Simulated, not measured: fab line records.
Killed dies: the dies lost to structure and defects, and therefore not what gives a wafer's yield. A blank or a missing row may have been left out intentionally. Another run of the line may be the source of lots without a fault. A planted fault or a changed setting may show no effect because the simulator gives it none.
The tool behind it: which one? -- flow n5_finfet -- 24 lots with 72 wafers sampled at 6 steps, on a route of 1938 steps

## WHAT THE GAUGES SHOWED, per wafer
N5_MOL_CONTACT_COAG_CD_MEAS_84: the cd target is 25.1 nm.
lot,measured,on,cd_nm (nm)
L074,day 5 05:13,cd_sem-02,25.16 25.20 24.89
L075,day 5 11:15,cd_sem-03,25.21 24.95 24.81
L076,day 5 15:34,cd_sem-02,25.14 24.95 25.17
L077,day 5 20:20,cd_sem-03,24.79 24.45 24.66
L078,day 6 02:13,cd_sem-03,25.25 24.67 25.37
L079,day 6 12:13,cd_sem-01,24.82 24.53 24.93
L080,day 6 15:23,cd_sem-02,24.45 25.08 24.88
L081,day 6 20:55,cd_sem-03,25.00 24.86 24.84
L082,day 7 03:07,cd_sem-03,24.55 25.39 24.73
L083,day 7 09:25,cd_sem-01,25.38 25.52 24.89
L084,day 7 15:32,cd_sem-03,24.91 24.65 24.63
L085,day 8 00:17,cd_sem-02,25.35 25.03 25.12
L086,day 8 01:18,cd_sem-02,25.02 24.88 25.09
L087,day 8 07:52,cd_sem-03,25.04 25.33 25.14
L088,day 8 17:38,cd_sem-03,24.80 25.04 25.25
L089,day 8 20:31,cd_sem-01,24.77 24.88 25.05
L090,day 9 03:28,cd_sem-02,24.90 25.06 25.26
L091,day 9 09:21,cd_sem-02,25.20 24.75 25.32
L092,day 9 15:04,cd_sem-01,25.12 25.15 24.90
L093,day 9 21:17,cd_sem-02,24.98 24.83 25.20
L094,day 10 00:19,cd_sem-01,25.18 25.27 24.93
L095,day 10 03:56,cd_sem-03,25.43 25.53 25.25
L096,day 10 21:03,cd_sem-02,25.20 24.77 25.01
L097,day 10 21:58,cd_sem-02,25.00 24.94 25.22

N5_MOL_CONTACT_COAG_INSPECT_57: inspects for defects (brightfield).
lot,measured,on,raw_defect_count
L074,day 5 05:19,defect_inspect-01,308 250 177
L075,day 5 11:20,defect_inspect-02,152 130 177
L076,day 5 15:40,defect_inspect-02,204 113 299
L077,day 5 20:25,defect_inspect-02,257 265 205
L078,day 6 02:19,defect_inspect-02,219 253 161
L079,day 6 12:19,defect_inspect-01,168 175 194
L080,day 6 15:28,defect_inspect-02,244 239 294
L081,day 6 21:00,defect_inspect-02,299 184 235
L082,day 7 03:11,defect_inspect-02,184 249 187
L083,day 7 09:31,defect_inspect-02,181 168 132
L084,day 7 15:37,defect_inspect-02,270 204 207
L085,day 8 00:22,defect_inspect-02,223 174 212
L086,day 8 01:23,defect_inspect-02,147 172 208
L087,day 8 07:58,defect_inspect-02,229 323 184
L088,day 8 17:43,defect_inspect-01,235 150 177
L089,day 8 20:37,defect_inspect-01,189 167 176
L090,day 9 03:34,defect_inspect-01,200 264 327
L091,day 9 09:26,defect_inspect-02,147 171 174
L092,day 9 15:09,defect_inspect-01,165 216 186
L093,day 9 21:22,defect_inspect-01,212 250 222
L094,day 10 00:24,defect_inspect-01,168 193 149
L095,day 10 04:01,defect_inspect-02,137 196 155
L096,day 10 21:08,defect_inspect-01,321 281 297
L097,day 10 22:03,defect_inspect-01,196 206 241

N5_MOL_CONTACT_COAG_CD_MEAS_40: the cd target is 25.1 nm.
lot,measured,on,cd_nm (nm)
L074,day 5 06:41,cd_sem-02,25.03 25.57 24.91
L075,day 5 13:39,cd_sem-02,25.05 25.34 25.27
L076,day 5 16:57,cd_sem-02,25.01 25.18 24.88
L077,day 5 21:43,cd_sem-01,25.10 25.11 24.91
L078,day 6 03:28,cd_sem-01,24.96 24.94 25.03
L079,day 6 13:36,cd_sem-02,25.11 25.00 25.32
L080,day 6 16:38,cd_sem-01,25.45 25.09 25.19
L081,day 6 22:20,cd_sem-02,24.96 25.01 24.97
L082,day 7 04:21,cd_sem-02,24.89 25.50 25.35
L083,day 7 10:41,cd_sem-03,25.01 25.04 25.37
L084,day 7 16:47,cd_sem-03,25.17 24.72 24.53
L085,day 8 01:38,cd_sem-02,25.10 25.08 25.38
L086,day 8 02:40,cd_sem-03,25.21 25.42 24.73
L087,day 8 09:07,cd_sem-01,24.86 24.95 24.99
L088,day 8 19:21,cd_sem-02,25.29 24.73 24.89
L089,day 8 23:46,cd_sem-03,25.12 24.85 24.88
L090,day 9 04:43,cd_sem-02,24.71 25.07 25.42
L091,day 9 10:43,cd_sem-02,25.01 24.99 25.22
L092,day 9 16:19,cd_sem-02,24.71 24.82 24.81
L093,day 9 22:31,cd_sem-02,24.49 25.17 24.91
L094,day 10 01:41,cd_sem-01,25.09 25.10 24.99
L095,day 10 05:47,cd_sem-02,25.05 25.19 25.00
L096,day 10 22:19,cd_sem-01,25.11 25.03 25.07
L097,day 10 23:20,cd_sem-02,25.27 25.39 24.92

## EACH LOT AND THE TOOL THAT RAN IT (in order: tool; ch and the chambers of the sampled wafers; start)
lot,N5_MOL_CONTACT_COAG_DESCUM_88,N5_MOL_CONTACT_COAG_ETCH_90,N5_MOL_CONTACT_COAG_VIA_ETCH_46
L074,"rie_diel-01 ch 0,1, day 5 05:20","rie_diel-01 ch 0,1, day 5 05:24","rie_diel-03 ch 0,2, day 5 05:55"
L075,"rie_diel-01 ch 0,2, day 5 11:23","rie_diel-01 ch 0,2, day 5 11:26","rie_diel-03 ch 0,1,3, day 5 12:52"
L076,"rie_diel-04 ch 0,1,3, day 5 15:42","rie_diel-04 ch 0,1,3, day 5 15:45","rie_diel-04 ch 0,1,2, day 5 16:10"
L077,"rie_diel-04 ch 0,1,2, day 5 20:28","rie_diel-04 ch 0,1,2, day 5 20:31","rie_diel-04 ch 1,3, day 5 20:56"
L078,"rie_diel-04 ch 2,3, day 6 02:20","rie_diel-04 ch 2,3, day 6 02:23","rie_diel-03 ch 0,1, day 6 02:49"
L079,"rie_diel-04 ch 0,1, day 6 12:21","rie_diel-04 ch 0,1, day 6 12:24","rie_diel-01 ch 2,3, day 6 12:49"
L080,"rie_diel-01 ch 1,2,3, day 6 15:30","rie_diel-01 ch 1,2,3, day 6 15:34","rie_diel-03 ch 0,1, day 6 15:58"
L081,"rie_diel-01 ch 1,2,3, day 6 21:02","rie_diel-01 ch 1,2,3, day 6 21:05","rie_diel-04 ch 1,2, day 6 21:30"
L082,"rie_diel-01 ch 1,3, day 7 03:14","rie_diel-01 ch 1,3, day 7 03:17","rie_diel-04 ch 0,1, day 7 03:42"
L083,"rie_diel-01 ch 2,3, day 7 09:33","rie_diel-01 ch 2,3, day 7 09:37","rie_diel-04 ch 0,1,2, day 7 10:01"
L084,"rie_diel-04 ch 0,3, day 7 15:39","rie_diel-04 ch 0,3, day 7 15:43","rie_diel-03 ch 1,2,3, day 7 16:07"
L085,"rie_diel-01 ch 0,2, day 8 00:26","rie_diel-01 ch 0,2, day 8 00:29","rie_diel-04 ch 0,1,2, day 8 00:59"
L086,"rie_diel-04 ch 0,1,3, day 8 01:26","rie_diel-04 ch 0,1,3, day 8 01:29","rie_diel-04 ch 0,1,3, day 8 01:54"
L087,"rie_diel-01 ch 0,2,3, day 8 07:59","rie_diel-01 ch 0,2,3, day 8 08:03","rie_diel-04 ch 1,2,3, day 8 08:28"
L088,"rie_diel-01 ch 1,2, day 8 17:45","rie_diel-01 ch 1,2, day 8 17:48","rie_diel-01 ch 0,2, day 8 18:42"
L089,"rie_diel-01 ch 0,2,3, day 8 20:43","rie_diel-01 ch 0,2,3, day 8 20:46","rie_diel-01 ch 0,1,2, day 8 22:58"
L090,"rie_diel-03 ch 2,3, day 9 03:35","rie_diel-03 ch 2,3, day 9 03:39","rie_diel-01 ch 0,1, day 9 04:04"
L091,"rie_diel-03 ch 1,2,3, day 9 09:28","rie_diel-03 ch 1,2,3, day 9 09:31","rie_diel-01 ch 0,1,2, day 9 09:56"
L092,"rie_diel-01 ch 0,1, day 9 15:11","rie_diel-01 ch 0,1, day 9 15:14","rie_diel-01 ch 2,3, day 9 15:39"
L093,"rie_diel-04 ch 1,2, day 9 21:24","rie_diel-04 ch 1,2, day 9 21:27","rie_diel-03 ch 1,3, day 9 21:52"
L094,"rie_diel-04 ch 0,1,2, day 10 00:26","rie_diel-04 ch 0,1,2, day 10 00:29","rie_diel-03 ch 0,1,3, day 10 00:55"
L095,"rie_diel-01 ch 0,1,3, day 10 04:25","rie_diel-01 ch 0,1,3, day 10 04:28","rie_diel-04 ch 0,2,3, day 10 05:00"
L096,"rie_diel-03 ch 0,1,2, day 10 21:10","rie_diel-03 ch 0,1,2, day 10 21:14","rie_diel-03 ch 0,3, day 10 21:40"
L097,"rie_diel-03 ch 0,2,3, day 10 22:05","rie_diel-03 ch 0,2,3, day 10 22:08","rie_diel-03 ch 0,1,3, day 10 22:34"
- N5_MOL_CONTACT_COAG_DESCUM_88: chemistry O2, time 7 s.
- N5_MOL_CONTACT_COAG_ETCH_90: etches SiARC in CF4, target depth 13 nm, time 21.7 s.
- N5_MOL_CONTACT_COAG_VIA_ETCH_46: etches SiO2 in C4F6/O2, target depth 46 nm, overetch 9.2 nm, time 40 s.

## WHAT THE TOOLS THEMSELVES READ (means of the sampled wafers that have a number; where no wafer has one, the mark that the record gives instead)
N5_MOL_CONTACT_COAG_DESCUM_88.
lot,tool,drypump_motor_current_A (A),oes_product_au (a.u.),rf_vpp_V (V),showerhead_plenum_p_Torr (Torr),temp_c (C),throttle_valve_pct (%)
L074,rie_diel-01,5.4,0.69,242.9,2.09,40.04,20.59
L075,rie_diel-01,5.7,0.69,242.9,2.03,39.97,20.57
L076,rie_diel-04,5.8,0.76,243.2,2.03,40.00,20.73
L077,rie_diel-04,5.7,0.82,243.3,2.08,40.14,20.51
L078,rie_diel-04,5.6,0.80,242.8,2.06,39.87,20.29
L079,rie_diel-04,6.0,0.82,243.3,2.05,39.96,20.70
L080,rie_diel-01,5.4,0.78,243.7,2.09,39.99,20.39
L081,rie_diel-01,5.4,0.78,242.4,2.09,40.03,20.39
L082,rie_diel-01,5.1,0.78,243.9,2.15,39.93,20.42
L083,rie_diel-01,5.7,0.77,242.0,2.03,39.97,20.37
L084,rie_diel-04,5.4,0.78,242.8,2.13,40.02,20.72
L085,rie_diel-01,5.8,0.76,242.0,2.00,40.11,20.42
L086,rie_diel-04,5.8,0.83,243.0,2.12,39.90,20.64
L087,rie_diel-01,5.4,0.83,243.5,2.05,39.97,20.33
L088,rie_diel-01,5.5,0.86,242.9,2.09,40.00,20.31
L089,rie_diel-01,5.5,0.83,242.9,2.05,39.93,20.33
L090,rie_diel-03,5.5,0.78,244.1,2.14,40.00,20.32
L091,rie_diel-03,5.5,0.81,243.9,2.15,40.13,20.32
L092,rie_diel-01,5.4,0.90,242.8,2.08,39.83,20.28
L093,rie_diel-04,5.8,0.82,243.1,2.08,40.07,20.30
L094,rie_diel-04,5.7,0.88,242.3,2.07,40.08,20.43
L095,rie_diel-01,5.2,0.90,242.2,2.11,39.99,20.26
L096,rie_diel-03,5.4,0.78,243.1,2.09,39.96,20.46
L097,rie_diel-03,5.5,0.76,243.4,2.07,40.04,20.45

N5_MOL_CONTACT_COAG_ETCH_90.
lot,tool,drypump_motor_current_A (A),etch_rf_on_time_s (s),oes_product_au (a.u.),rf_vpp_V (V),showerhead_plenum_p_Torr (Torr),throttle_valve_pct (%)
L074,rie_diel-01,5.4,22.1,0.59,183.4,2.15,15.87
L075,rie_diel-01,5.7,22.1,0.59,183.3,2.09,15.87
L076,rie_diel-04,5.8,21.5,0.65,184.5,2.08,15.92
L077,rie_diel-04,5.7,21.7,0.69,182.9,2.13,15.67
L078,rie_diel-04,5.6,21.9,0.67,184.8,2.12,15.50
L079,rie_diel-04,6.0,21.5,0.71,183.3,2.11,15.85
L080,rie_diel-01,5.4,21.5,0.67,184.2,2.14,15.66
L081,rie_diel-01,5.4,21.5,0.67,185.2,2.14,15.66
L082,rie_diel-01,5.1,21.6,0.66,184.2,2.20,15.66
L083,rie_diel-01,5.6,21.4,0.66,183.8,2.08,15.67
L084,rie_diel-04,5.3,21.5,0.67,184.3,2.17,15.83
L085,rie_diel-01,5.8,21.5,0.65,183.1,2.06,15.71
L086,rie_diel-04,5.8,21.4,0.72,184.8,2.16,15.79
L087,rie_diel-01,5.5,21.6,0.71,183.6,2.11,15.56
L088,rie_diel-01,5.5,21.3,0.73,183.5,2.14,15.52
L089,rie_diel-01,5.5,21.6,0.71,183.2,2.11,15.57
L090,rie_diel-03,5.5,22.0,0.66,184.8,2.19,15.55
L091,rie_diel-03,5.4,21.5,0.70,185.0,2.19,15.45
L092,rie_diel-01,5.4,21.4,0.77,183.8,2.14,15.45
L093,rie_diel-04,5.8,22.2,0.69,183.5,2.13,15.50
L094,rie_diel-04,5.7,21.5,0.75,183.4,2.12,15.57
L095,rie_diel-01,5.2,21.1,0.77,183.8,2.16,15.43
L096,rie_diel-03,5.4,21.3,0.68,184.3,2.12,15.52
L097,rie_diel-03,5.5,21.9,0.64,183.8,2.12,15.62

N5_MOL_CONTACT_COAG_VIA_ETCH_46.
lot,tool,drypump_motor_current_A (A),oes_o_777_au (a.u.),oes_product_au (a.u.),rf_vpp_V (V),showerhead_plenum_p_Torr (Torr),throttle_valve_pct (%)
L074,rie_diel-03,5.5,0.79,0.71,1609,2.75,40.9
L075,rie_diel-03,5.4,0.86,0.75,1591,2.92,40.7
L076,rie_diel-04,5.7,0.80,0.73,1590,2.83,41.3
L077,rie_diel-04,6.3,0.83,0.74,1580,2.75,41.4
L078,rie_diel-03,5.4,0.85,0.74,1618,2.84,40.9
L079,rie_diel-01,5.3,0.88,0.78,1560,2.83,40.4
L080,rie_diel-03,5.3,0.84,0.74,1617,2.84,40.9
L081,rie_diel-04,5.8,0.81,0.76,1590,2.85,41.2
L082,rie_diel-04,6.0,0.82,0.73,1596,2.80,41.5
L083,rie_diel-04,5.7,0.78,0.71,1590,2.83,41.3
L084,rie_diel-03,5.5,0.84,0.72,1567,2.91,40.8
L085,rie_diel-04,5.7,0.78,0.71,1589,2.82,41.3
L086,rie_diel-04,5.8,0.85,0.74,1580,2.87,41.2
L087,rie_diel-04,5.9,0.87,0.79,1580,2.89,41.2
L088,rie_diel-01,5.7,0.81,0.74,1580,2.76,41.0
L089,rie_diel-01,5.6,0.82,0.75,1573,2.80,40.8
L090,rie_diel-01,5.4,0.88,0.80,1597,2.84,41.1
L091,rie_diel-01,5.6,0.82,0.73,1574,2.80,40.9
L092,rie_diel-01,5.6,0.76,0.68,1546,2.76,40.5
L093,rie_diel-03,5.4,0.87,0.75,1574,3.00,40.8
L094,rie_diel-03,5.4,0.82,0.72,1590,2.91,40.7
L095,rie_diel-04,5.4,0.89,0.79,1575,2.89,41.0
L096,rie_diel-03,5.4,0.77,0.68,1581,2.88,40.5
L097,rie_diel-03,5.4,0.81,0.71,1590,2.90,40.7

## THE ANSWER, worked out from the rows above alone
Rule: the lots themselves supply what counts as usual. The widest of any qualifying gaps counts: lots, ordered by their means at a reading, are off when they make up no more than a third of the lots, leave a main group of 4 or more, and stand apart from it by 3 or more times the standard deviation of that group's means. If all means in a main group match to the digits the tables above print for the reading, that group is not used. Also off: a lot with no number at a reading for which 4 or more lots have one. All remaining lots with rows at the step are treated as sound. First the gauges in route order, then the tools' own readings, where a lot's mean is used as printed above. The first step at which some lot is off is used, and at that step the reading that is off furthest; a lot without a number counts as furthest.
Across all readings shown, no lot is off: no conclusion can be drawn from this.

## WHAT THE SIMULATOR HAD INSERTED
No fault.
